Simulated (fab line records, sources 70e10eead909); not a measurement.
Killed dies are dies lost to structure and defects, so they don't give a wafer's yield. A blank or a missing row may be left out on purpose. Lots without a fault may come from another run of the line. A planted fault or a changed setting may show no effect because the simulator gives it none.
Chamber matching | flow nand_harc | NHARC_A_SLIT_ETCH_24 on rie_diel-12: 4 sister chambers
The step etches the open film in CF4/CHF3, target depth 121 nm, time 60.5 s. 24 wafers are shown with their chamber, then 12 later ones without.

WAFERS WITH THEIR CHAMBER
wafer  | chamber | drypump_motor_current_A (A) | rf_vpp_V (V) | oes_product_au (a.u.)
L074.1 | 3       | 5.7                         | 373.4        | 0.905
L074.5 | 2       | 5.4                         | 374.0        | 0.914
L074.6 | 1       | 4.9                         | 369.5        | 0.932
L076.4 | 2       | 5.5                         | 374.6        | 0.954
L076.5 | 0       | 4.9                         | 372.7        | 0.988
L076.6 | 1       | 4.9                         | 370.2        | 0.991
L078.1 | 2       | 5.5                         | 371.8        | 0.933
L078.5 | 3       | 5.7                         | 371.8        | 0.923
L078.6 | 0       | 4.9                         | 372.1        | 0.941
L077.1 | 2       | 5.5                         | 372.8        | 0.967
L077.4 | 3       | 5.7                         | 372.1        | 0.957
L077.6 | 3       | 5.7                         | 372.4        | 0.950
L079.1 | 0       | 4.9                         | 372.7        | 0.995
L079.2 | 2       | 5.4                         | 373.1        | 0.952
L079.6 | 1       | 4.9                         | 371.0        | 0.969
L084.2 | 1       | 4.9                         | 370.6        | 0.973
L084.4 | 3       | 5.7                         | 370.3        | 0.957
L084.6 | 3       | 5.7                         | 372.5        | 0.962
L086.1 | 2       | 5.4                         | 373.1        | 0.938
L086.2 | 1       | 4.9                         | 371.4        | 0.956
L086.5 | 2       | 5.5                         | 372.2        | 0.930
L089.1 | 0       | 4.9                         | 372.6        | 0.990
L089.4 | 3       | 5.7                         | 373.8        | 0.972
L089.6 | 0       | 4.9                         | 373.2        | 0.988

SIGNATURES (means of the wafers above)
reading                 | chamber 0 | chamber 1 | chamber 2 | chamber 3 | scatter within a chamber
drypump_motor_current_A | 4.900     | 4.900     | 5.457     | 5.700     | 0.0293
rf_vpp_V                | 372.660   | 370.540   | 373.086   | 372.329   | 0.9
oes_product_au          | 0.98040   | 0.96420   | 0.94114   | 0.94657   | 0.0214
Rule: a wafer's distance from a chamber is the root of the sum, over the readings, of the square of ((its reading less the chamber's mean) divided by the reading's scatter). The wafer belongs to the nearest chamber; if the next one is less than 2 further off, it can't be placed. The scatter: the root of (the sum of the squares of (reading less its chamber's mean) over the shown wafers, divided by (wafers less chambers)).

WAFERS WITHOUT THEIR CHAMBER
wafer  | drypump_motor_current_A (A) | rf_vpp_V (V) | oes_product_au (a.u.)
L090.1 | 5.7                         | 372.9        | 0.914
L090.3 | 4.9                         | 371.3        | 0.927
L090.6 | 4.9                         | 369.2        | 0.918
L092.3 | 4.9                         | 369.5        | 0.952
L092.4 | 5.0                         | 373.4        | 0.962
L092.6 | 4.9                         | 371.2        | 0.953
L095.1 | 4.9                         | 370.3        | 0.945
L095.3 | 5.5                         | 373.3        | 0.925
L095.6 | 5.7                         | 370.8        | 0.939
L096.1 | 4.9                         | 370.6        | 0.966
L096.2 | 4.9                         | 371.5        | 0.992
L096.6 | 4.9                         | 370.0        | 0.972

WHICH CHAMBER EACH WENT THROUGH
wafer  | from the rows above     | in truth
L090.1 | 3                       | 3
L090.3 | can't be placed: 1 or 0 | 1
L090.6 | 1                       | 1
L092.3 | 1                       | 1
L092.4 | can't be placed: 0 or 1 | 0
L092.6 | can't be placed: 1 or 0 | 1
L095.1 | 1                       | 1
L095.3 | 2                       | 2
L095.6 | 3                       | 3
L096.1 | 1                       | 1
L096.2 | can't be placed: 0 or 1 | 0
L096.6 | 1                       | 1
Placed correctly: 8 of 12. Can't be placed from these rows: 4 (the true chamber is among the candidates in 4). Placed wrongly: 0.
